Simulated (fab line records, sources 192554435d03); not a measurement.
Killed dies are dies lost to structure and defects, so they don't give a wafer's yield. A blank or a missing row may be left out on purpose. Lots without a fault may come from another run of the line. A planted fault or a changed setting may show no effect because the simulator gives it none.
Chamber matching | flow n5_finfet | N5_MIM_BOT_ETCH_STRIP_01 on rie_diel-01: 4 sister chambers
The step strips in O2. 7 wafers are shown with their chamber, then 7 later ones without.

WAFERS WITH THEIR CHAMBER
wafer  | chamber | throttle_valve_pct (%) | drypump_motor_current_A (A)
L426.6 | 0       | 17.27                  | 5.9
L431.3 | 3       | 17.12                  | 5.6
L432.1 | 2       | 16.37                  | 6.5
L432.2 | 1       | 16.60                  | 5.8
L432.4 | 3       | 17.14                  | 5.6
L434.2 | 2       | 16.36                  | 6.4
L434.3 | 1       | 16.62                  | 5.8

WAFERS WITHOUT THEIR CHAMBER
wafer  | throttle_valve_pct (%) | drypump_motor_current_A (A)
L434.4 | 16.74                  | 5.9
L443.2 | 16.82                  | 5.9
L443.3 | 16.68                  | 5.8
L443.5 | 17.19                  | 5.6
L444.1 | 16.68                  | 5.8
L444.2 | 16.43                  | 6.5
L444.3 | 17.16                  | 5.6

WHICH CHAMBER EACH WENT THROUGH
wafer  | from the rows above | in truth
L434.4 | 1                   | 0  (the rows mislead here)
L443.2 | 1                   | 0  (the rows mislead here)
L443.3 | 1                   | 1
L443.5 | 3                   | 3
L444.1 | 1                   | 1
L444.2 | 2                   | 2
L444.3 | 3                   | 3
Placed correctly: 5 of 7. Can't be placed from these rows: 0. Placed wrongly: 2.
How it was worked out, from the rows above alone: a wafer's distance from a chamber is the root of the sum, over the readings, of the square of ((its reading less the chamber's mean) divided by the reading's scatter). The wafer belongs to the nearest chamber; if the next one is less than 2 further off, it can't be placed. A chamber's mean is the mean of its shown wafers. The scatter: the root of (the sum of the squares of (reading less its chamber's mean) over the shown wafers, divided by (wafers less chambers)).
